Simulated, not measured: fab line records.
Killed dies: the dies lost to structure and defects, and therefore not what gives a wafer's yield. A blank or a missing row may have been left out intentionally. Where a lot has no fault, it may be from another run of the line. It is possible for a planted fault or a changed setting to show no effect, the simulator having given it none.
Chamber matching -- flow nand harc -- 4 sister chambers for NHARC_A_CONTACT_ETCH_49 on rie diel-07
The step etches the open film in N2/H2, target depth 260 nm, time 475.3 s. 16 wafers are shown with their chamber, then 7 later ones without.

== WAFERS WITH THEIR CHAMBER ==
wafer,chamber,showerhead plenum p Torr (Torr),rf vpp V (V),drypump motor current A (A)
L252.1,0,2.22,435,5.9
L252.2,3,1.90,426,5.5
L252.3,2,2.00,429,6.0
L254.3,1,2.04,429,5.9
L254.5,2,2.00,430,6.0
L254.6,1,2.04,431,5.8
L251.3,1,2.04,430,5.9
L251.4,3,1.90,425,5.6
L251.5,2,2.00,430,6.0
L256.1,0,2.21,435,5.9
L256.3,1,2.03,431,5.8
L256.6,2,2.00,430,6.0
L258.1,2,2.00,429,6.0
L258.4,3,1.89,425,5.6
L258.6,1,2.03,430,5.9
L260.1,0,2.21,435,5.9

SIGNATURES (means of the wafers above)
reading,chamber 0,chamber 1,chamber 2,chamber 3,scatter within a chamber
showerhead plenum p Torr,2.2133,2.0360,2.0000,1.8967,0.00459
rf vpp V,435.00,430.20,429.60,425.33,0.624
drypump motor current A,5.900,5.860,6.000,5.567,0.0394
Rule: a wafer lies at a distance from a chamber equal to the root of the sum of squares, over the readings, of (its reading less the chamber's mean, divided by the reading's scatter). The wafer belongs to the nearest chamber; if the next one is less than 2 further off, it can't be placed. The scatter: the root of (the sum of the squares of (reading less its chamber's mean) over the shown wafers, divided by (wafers less chambers)).

== WAFERS MISSING THEIR CHAMBER ==
wafer,showerhead plenum p Torr (Torr),rf vpp V (V),drypump motor current A (A)
L260.2,1.89,427,5.6
L260.6,2.03,430,5.9
L262.2,1.99,430,6.0
L262.4,2.21,435,5.9
L262.6,2.21,436,5.9
L267.2,1.89,424,5.5
L267.5,2.03,429,5.9

== CHAMBER TAKEN BY EACH ==
wafer,from the rows above,in truth
L260.2,3,3
L260.6,1,1
L262.2,2,2
L262.4,0,0
L262.6,0,0
L267.2,3,3
L267.5,1,1
Correctly placed: 7 of 7. Left unplaced by these rows: 0. Placed wrongly: 0.
